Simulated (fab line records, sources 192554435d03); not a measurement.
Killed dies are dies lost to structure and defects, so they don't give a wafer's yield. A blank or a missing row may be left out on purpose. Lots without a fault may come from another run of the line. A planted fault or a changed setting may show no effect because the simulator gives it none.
Chamber matching | flow n5_finfet | N5_HKMG_FIN_ETCH_67 on rie_diel-02: 4 sister chambers
The step etches SOC in N2/H2, stops on TiN, target depth 388.9 nm. 4 wafers are shown with their chamber, then 12 later ones without.

WAFERS WITH THEIR CHAMBER
wafer  | chamber | drypump_motor_current_A (A)
L087.3 | 3       | 4.7
L087.4 | 2       | 5.8
L089.5 | 0       | 5.8
L089.6 | 1       | 5.6

WAFERS WITHOUT THEIR CHAMBER
wafer  | drypump_motor_current_A (A)
L094.1 | 5.7
L094.2 | 5.6
L094.6 | 5.8
L095.1 | 5.8
L095.5 | 5.8
L095.6 | 4.7
L096.1 | 5.8
L096.2 | 5.6
L096.6 | 5.7
L097.1 | 5.8
L097.3 | 5.8
L097.5 | 5.6

WHICH CHAMBER EACH WENT THROUGH
wafer  | from the rows above          | in truth
L094.1 | can't be placed: 0 or 2 or 1 | 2
L094.2 | 1                            | 1
L094.6 | can't be placed: 0 or 2      | 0
L095.1 | can't be placed: 0 or 2      | 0
L095.5 | can't be placed: 0 or 2      | 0
L095.6 | 3                            | 3
L096.1 | can't be placed: 0 or 2      | 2
L096.2 | 1                            | 1
L096.6 | can't be placed: 0 or 2 or 1 | 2
L097.1 | can't be placed: 0 or 2      | 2
L097.3 | can't be placed: 0 or 2      | 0
L097.5 | 1                            | 1
Placed correctly: 4 of 12. Can't be placed from these rows: 8 (the true chamber is among the candidates in 8). Placed wrongly: 0.
How it was worked out, from the rows above alone: a wafer's distance from a chamber is the root of the sum, over the readings, of the square of ((its reading less the chamber's mean) divided by the reading's scatter). The wafer belongs to the nearest chamber; if the next one is less than 2 further off, it can't be placed. A chamber's mean is the mean of its shown wafers. The scatter: with one shown wafer a chamber, the root of the mean of the squares of how far each hidden wafer lies from its nearest shown one.
